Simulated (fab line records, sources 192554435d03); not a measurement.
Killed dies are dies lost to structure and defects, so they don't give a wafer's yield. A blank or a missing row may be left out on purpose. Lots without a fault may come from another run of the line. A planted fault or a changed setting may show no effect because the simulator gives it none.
Problem report in the 8D (eight disciplines) form, filled by code | flow n5_finfet | the parts of the form that need people (team, actions taken, sign-off) are left out

1. THE PROBLEM
cathode_dc_power_W at N5_BEOL_M14_SPUTTER_45 reads a mean of 24850 W on 6 wafers of 2 lots; wafers without a fault read 26000 W with a standard deviation of 5.3. That is -99 or more standard deviations from the usual mean.
The step: material Cu, target thk 100 nm, time 16.67 s.
First seen on wafer L313.1, day 15 11:05, on pvd_sputter-03. The record holds 30 wafers of 10 lots with a number at this step. Rule for "out", or "out of limits": more than 4 standard deviations from the usual mean. The other wafers with a number count as sound.

2. WHAT IT IS AND WHAT IT IS NOT
question                    | is                     | is not
which readings at this step | cathode_dc_power_W     | -
which lots                  | L313, L314             | L299, L302, L304, L305, L315, L316, L317, L320
which wafers of those lots  | all that have a number | -
read on which tools         | pvd_sputter-03         | pvd_sputter-01, pvd_sputter-02
when                        | from day 15 11:05      | up to then (12 sound wafers); but 12 sound wafers of L315, L316, L317, L320 came after

3. SUSPECTS, AND WHAT RULES EACH OUT
Counting: a tool at a process step up to the reading stays a suspect if it ran every lot that is out and no sound lot after the first of them.
- rie_diel-02 at N5_BEOL_M14_ETCH_38 (etches SiCN in CF4/N2, target depth 106.5 nm, time 120.6 s): kept. It ran every lot that is out, first L313 (day 15 11:05), and no sound lot after that; its last sound lot up to then is L305 (day 12 15:47). N5_BEOL_M14_ETCH_38 gives no start for some lots, so the hours and the order of its lots are those of N5_BEOL_M14_SPUTTER_45.
- pvd_sputter-03 at N5_BEOL_M14_SPUTTER_45 (material Cu, target thk 100 nm, time 16.67 s): kept. It ran every lot that is out, first L313 (day 15 11:05), and no sound lot after that; its last sound lot up to then is L305 (day 12 15:47). Its own readings are out on those wafers: cathode_dc_power_W.
Left after counting: rie_diel-02 at N5_BEOL_M14_ETCH_38, pvd_sputter-03 at N5_BEOL_M14_SPUTTER_45.

4. THE CAUSE (what the simulator had put in)
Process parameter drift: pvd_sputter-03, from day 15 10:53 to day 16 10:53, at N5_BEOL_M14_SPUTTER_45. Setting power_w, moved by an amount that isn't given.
Counting left 2 suspects, and this tool is among them.

5. THE CHAIN OF EFFECTS, in route order
Each row: a reading whose mean over the struck wafers that have a number lies more than 3 standard deviations from the usual. Only readings for which the record gives a usual standard deviation are gone through. hours: the time from each lot's start at the first step in this table that gives one to its start at this step, as a median over the lots. sigmas: the change in usual standard deviations.
hours | step                   | reading            | usual   | on struck wafers | change | sigmas
0     | N5_BEOL_M14_SPUTTER_45 | cathode_dc_power_W | 26000 W | 24850            | -1150  | -99 or more
The process steps in it:
- N5_BEOL_M14_SPUTTER_45: material Cu, target thk 100 nm, time 16.67 s.
Later measuring or inspecting steps at which every struck wafer that the step has a row for has a number for every such reading, and none has moved that far: N5_BEOL_M14_INSPECT_55.

6. WHAT WOULD HAVE CAUGHT IT SOONER
In this record the first reading out of limits was taken at day 15 11:05, 0 hours after the fault began at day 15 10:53.
